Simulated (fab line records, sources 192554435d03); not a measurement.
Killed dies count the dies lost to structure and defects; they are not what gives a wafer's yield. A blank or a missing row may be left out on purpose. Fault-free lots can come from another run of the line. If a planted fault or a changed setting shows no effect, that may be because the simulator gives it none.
Which tool is to blame? ; flow n5 finfet ; 24 lots with 72 wafers sampled at 3 steps, on a route of 1938 steps

== WHAT THE GAUGES READ, wafer by wafer ==
N5_BEOL_M15_CD_MEAS_17: the cd target is 360 nm. Usual: cd nm at 361.6 nm, with a standard deviation of 1.9.
lot;measured;on;cd nm (nm);flag
L076;day 11 05:31;cd sem-01;363.7 359.7 360.8;
L074;day 11 08:57;cd sem-02;361.4 364.1 361.6;
L077;day 11 20:56;cd sem-01;360.2 361.7 359.2;
L075;day 11 20:59;cd sem-01;362.0 359.4 361.4;
L078;day 11 21:23;cd sem-01;360.4 361.8 362.2;
L079;day 12 12:50;cd sem-01;363.7 363.0 362.3;
L080;day 12 19:24;cd sem-03;365.1 361.9 363.3;
L082;day 13 07:16;cd sem-03;359.1 364.7 359.6;
L081;day 13 09:55;cd sem-01;359.9 362.4 360.5;
L084;day 13 22:23;cd sem-02;359.8 360.8 362.1;
L083;day 13 23:28;cd sem-01;361.5 360.5 361.9;
L086;day 14 06:58;cd sem-02;362.4 361.2 360.2;
L085;day 14 11:25;cd sem-01;363.7 362.0 363.8;
L088;day 14 15:55;cd sem-02;358.9 361.8 361.1;
L087;day 14 16:54;cd sem-01;359.9 362.4 363.0;
L089;day 15 07:44;cd sem-03;359.9 359.8 360.7;
L090;day 15 21:01;cd sem-02;359.9 362.4 360.8;
L091;day 15 21:17;cd sem-03;366.0 365.7 366.0;
L092;day 16 04:02;cd sem-02;362.0 364.5 363.3;
L093;day 16 15:22;cd sem-01;360.0 360.7 362.8;
L096;day 16 20:50;cd sem-02;360.2 361.4 362.8;
L094;day 17 01:34;cd sem-03;359.8 362.3 361.2;
L095;day 17 02:31;cd sem-01;363.1 358.6 362.0;
L097;day 17 17:35;cd sem-03;362.0 359.7 362.3;

== WHAT TOOL EACH LOT RAN ON (gives the tool, then ch and the chambers of the sampled wafers, and finally the start) ==
lot;N5_BEOL_M14_SPUTTER_43;N5_BEOL_M15_STRIP_63
L076;pvd sputter-02, day 11 02:59;rie diel-02 ch 0,2, day 11 05:31 or earlier
L074;pvd sputter-01, day 11 06:25;rie diel-05 ch 1,2,3, day 11 08:57 or earlier
L077;pvd sputter-01, day 11 17:59;rie diel-02 ch 0,1,3, day 11 20:56 or earlier
L075;pvd sputter-01, day 11 18:26;rie diel-04 ch 1,2,3, day 11 20:59 or earlier
L078;pvd sputter-03, day 11 18:46;rie diel-04 ch 1,3, day 11 21:23 or earlier
L079;pvd sputter-02, day 12 10:25;rie diel-02 ch 0,1,2, day 12 12:50 or earlier
L080;pvd sputter-03, day 12 17:01;rie diel-02 ch 0,1,2, day 12 19:24 or earlier
L082;pvd sputter-02, day 13 04:44;rie diel-04 ch 0,1,2, day 13 07:16 or earlier
L081;pvd sputter-03, day 13 07:25;rie diel-05 ch 1,3, day 13 09:55 or earlier
L084;pvd sputter-02, day 13 19:52;rie diel-05 ch 0,1,3, day 13 22:23 or earlier
L083;pvd sputter-02, day 13 20:46;rie diel-05 ch 0,1,2, day 13 23:28 or earlier
L086;pvd sputter-02, day 14 04:04;rie diel-02 ch 1,2, day 14 06:58 or earlier
L085;pvd sputter-01, day 14 08:52;rie diel-04 ch 2,3, day 14 11:25 or earlier
L088;pvd sputter-01, day 14 13:32;rie diel-02 ch 2,3, day 14 15:55 or earlier
L087;pvd sputter-03, day 14 13:52;rie diel-02 ch 1,3, day 14 16:54 or earlier
L089;pvd sputter-01, day 15 05:20;rie diel-02 ch 0,1,2, day 15 07:44 or earlier
L090;pvd sputter-01, day 15 18:37;rie diel-04 ch 0,1,3, day 15 21:01 or earlier
L091;pvd sputter-02, day 15 18:38;rie diel-05 ch 0,1, day 15 21:17 or earlier
L092;pvd sputter-02, day 16 00:57;rie diel-04 ch 0,2, day 16 04:02 or earlier
L093;pvd sputter-01, day 16 12:50;rie diel-04 ch 0,2,3, day 16 15:22 or earlier
L096;pvd sputter-03, day 16 18:11;rie diel-02 ch 0,1,2, day 16 20:50 or earlier
L094;pvd sputter-01, day 16 23:01;rie diel-05 ch 0,1,2, day 17 01:34 or earlier
L095;pvd sputter-03, day 16 23:35;rie diel-05 ch 0,2,3, day 17 02:31 or earlier
L097;pvd sputter-02, day 17 15:01;rie diel-02 ch 0,1, day 17 17:35 or earlier
- N5_BEOL_M14_SPUTTER_43: material TaN, target thk 15 nm, time 24.19 s.
- N5_BEOL_M15_STRIP_63: strips in O2.

== AS READ BY THE TOOLS THEMSELVES (means over the sampled wafers that have a number; for cases with no such wafer, the mark the record gives instead) ==
N5_BEOL_M14_SPUTTER_43. Usual: throttle valve pct at 29.8 %, with a standard deviation of 0.94.
lot;tool;throttle valve pct (%);flag
L076;pvd sputter-02;29.0;
L074;pvd sputter-01;30.3;
L077;pvd sputter-01;29.8;
L075;pvd sputter-01;29.8;
L078;pvd sputter-03;29.9;
L079;pvd sputter-02;29.0;
L080;pvd sputter-03;29.6;
L082;pvd sputter-02;28.8;
L081;pvd sputter-03;30.1;
L084;pvd sputter-02;29.4;
L083;pvd sputter-02;29.1;
L086;pvd sputter-02;29.4;
L085;pvd sputter-01;30.1;
L088;pvd sputter-01;31.0;
L087;pvd sputter-03;30.9;
L089;pvd sputter-01;30.6;
L090;pvd sputter-01;29.9;
L091;pvd sputter-02;29.2;
L092;pvd sputter-02;29.1;
L093;pvd sputter-01;30.4;
L096;pvd sputter-03;30.7;
L094;pvd sputter-01;30.6;
L095;pvd sputter-03;30.7;
L097;pvd sputter-02;29.4;

N5_BEOL_M15_STRIP_63. Usual: drypump motor current A 5.9 A, standard deviation 0.55; o2 flow sccm 225.1 sccm, standard deviation 0.69; oes product au 0.83 a.u., standard deviation 0.084; rf vpp V 3.6 V, standard deviation 0.73; showerhead plenum p Torr 2.11 Torr, standard deviation 0.072; throttle valve pct 16.59 %, standard deviation 0.24.
lot;tool;drypump motor current A (A);o2 flow sccm (sccm);oes product au (a.u.);rf vpp V (V);showerhead plenum p Torr (Torr);throttle valve pct (%);flag
L076;rie diel-02;6.2;225.2;0.87;4.3;2.15;16.72;
L074;rie diel-05;6.2;224.9;0.80;3.0;2.03;16.64;
L077;rie diel-02;5.9;225.4;0.87;3.2;2.11;16.54;
L075;rie diel-04;5.5;225.0;0.83;4.5;2.18;16.44;
L078;rie diel-04;5.4;225.3;0.93;3.0;2.17;16.21;
L079;rie diel-02;6.0;225.6;0.88;4.4;2.12;16.58;
L080;rie diel-02;6.0;225.4;0.86;3.7;2.12;16.58;
L082;rie diel-04;5.5;225.2;0.94;3.4;2.14;16.40;
L081;rie diel-05;6.1;224.4;0.75;3.7;2.01;16.64;
L084;rie diel-05;5.8;224.6;0.72;4.3;2.05;16.65;
L083;rie diel-05;5.8;225.6;0.76;2.9;2.07;16.66;
L086;rie diel-02;6.5;224.5;0.80;4.0;2.08;16.82;
L085;rie diel-04;5.6;224.9;0.91;4.2;2.21;16.37;
L088;rie diel-02;6.6;225.6;0.77;4.2;2.09;16.94;
L087;rie diel-02;6.3;224.2;0.77;3.4;2.06;16.75;
L089;rie diel-02;6.0;225.4;0.85;3.4;2.11;16.63;
L090;rie diel-04;5.4;225.2;0.87;2.7;2.16;16.46;
L091;rie diel-05;5.5;225.1;0.89;4.0;2.10;16.38;
L092;rie diel-04;5.5;225.0;0.89;3.4;2.13;16.61;
L093;rie diel-04;5.5;225.4;0.87;3.0;2.17;16.50;
L096;rie diel-02;6.0;224.8;0.84;4.3;2.11;16.64;
L094;rie diel-05;5.8;224.6;0.82;3.4;2.06;16.57;
L095;rie diel-05;6.1;224.6;0.84;4.3;2.06;16.56;
L097;rie diel-02;5.4;224.7;0.87;3.4;2.15;16.46;

== THE ANSWER, worked out from the rows above alone ==
Rule: lot off if the mean of its wafers having a number is beyond 3 standard deviations from the usual mean. Also off: a lot with no number at a reading for which 4 or more lots have one. The other lots that the step has rows for count as sound. Order of review: gauges by route order, followed by the tools' own readings, for which a lot's mean as printed above is used. The first step at which some lot is off is used, and at that step the reading that is off furthest; a lot without a number counts as furthest.
No lot is off on any of the readings shown, so nothing can be concluded from this.

== WHAT THE SIMULATOR HAD PUT IN ==
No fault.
